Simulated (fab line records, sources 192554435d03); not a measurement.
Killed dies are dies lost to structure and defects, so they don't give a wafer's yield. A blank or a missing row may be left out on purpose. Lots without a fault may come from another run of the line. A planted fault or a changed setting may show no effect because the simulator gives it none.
Which tool did it? | flow n5_finfet | 9 lots, 26 wafers sampled, at 4 steps of a route of 1938

WHAT THE GAUGES READ, wafer by wafer
N5_HKMG_FIN_CD_MEAS_49: target cd 202 nm.
lot  | measured    | on        | cd_nm (nm)
L890 | day 3 23:52 | cd_sem-02 | 201.2 201.9 201.1
L897 | day 5 22:17 | cd_sem-02 | 202.5 202.4 202.7
L898 | day 6 04:46 | cd_sem-03 | 202.8 202.9 202.3
L900 | day 6 14:09 | cd_sem-03 | 203.8 203.4
L901 | day 6 21:37 | cd_sem-02 | 202.2 201.8 202.5
L903 | day 7 08:11 | cd_sem-01 | 203.4 203.6 203.5
L904 | day 7 12:52 | cd_sem-01 | 199.8 199.0 201.9
L906 | day 8 00:05 | cd_sem-01 | 201.7 201.5 202.4
L912 | day 9 11:05 | cd_sem-01 | 202.0 201.6 201.0

WHICH TOOL RAN EACH LOT (tool, then ch and the chambers of the sampled wafers, then the start)
lot  | N5_SDB_ALD_29                    | N5_HKMG_FIN_HK_ALD_01           | N5_HKMG_FIN_DEVELOP_48
L890 | ald_sin-02 ch 0,1,3, day 3 19:07 | ald_hk-01 ch 0,2,3, day 3 22:45 | litho_track-05 ch 0, day 3 23:49
L897 | ald_sin-02 ch 1,2,3, day 5 17:32 | ald_hk-02 ch 1,2,3, day 5 21:14 | litho_track-01 ch 0, day 5 22:14
L898 | ald_sin-04 ch 2,3, day 5 23:40   | ald_hk-03 ch 0,2,3, day 6 03:29 | litho_track-05 ch 0, day 6 04:43
L900 | ald_sin-04 ch 1,2, day 6 09:32   | ald_hk-03 ch 1,3, day 6 13:12   | litho_track-05 ch 0, day 6 14:05
L901 | ald_sin-03 ch 0,3, day 6 16:57   | ald_hk-03 ch 0,2,3, day 6 20:47 | litho_track-01 ch 0, day 6 21:33
L903 | ald_sin-04 ch 2,3, day 7 03:23   | ald_hk-02 ch 0,2,3, day 7 07:08 | litho_track-03 ch 0, day 7 08:08
L904 | ald_sin-04 ch 0,1, day 7 08:09   | ald_hk-03 ch 0,2,3, day 7 11:54 | litho_track-05 ch 0, day 7 12:48
L906 | ald_sin-04 ch 2,3, day 7 19:29   | ald_hk-03 ch 0,1,2, day 7 23:08 | litho_track-03 ch 0, day 8 00:01
L912 | ald_sin-04 ch 0,2, day 9 06:30   | ald_hk-03 ch 1,2,3, day 9 10:08 | litho_track-01 ch 0, day 9 11:02
- N5_SDB_ALD_29: deposits SiNx, target thk 30 nm, pulse time 1 s, ald cycles 600.
- N5_HKMG_FIN_HK_ALD_01: deposits HfO2, target thk 1.6 nm, pulse time 3 s, purge time 3 s.
- N5_HKMG_FIN_DEVELOP_48: develop time 30 s.

THE ANSWER, worked out from the rows above alone
Rule: what is usual is taken from the lots themselves. Put in order of their means at a reading, lots are off if they are a third of the lots or fewer, leave a main group of 4 or more, and stand apart from it by a gap of 3 or more times the standard deviation of the main group's means; of several such gaps the widest counts. A main group whose means are all the same, to the digits that the tables above print for the reading, isn't used. A lot without any number at a reading at which 4 lots or more have one is off too. The other lots that the step has rows for count as sound.
No lot is off at any reading shown: from this, nothing can be told.

WHAT THE SIMULATOR HAD PUT IN
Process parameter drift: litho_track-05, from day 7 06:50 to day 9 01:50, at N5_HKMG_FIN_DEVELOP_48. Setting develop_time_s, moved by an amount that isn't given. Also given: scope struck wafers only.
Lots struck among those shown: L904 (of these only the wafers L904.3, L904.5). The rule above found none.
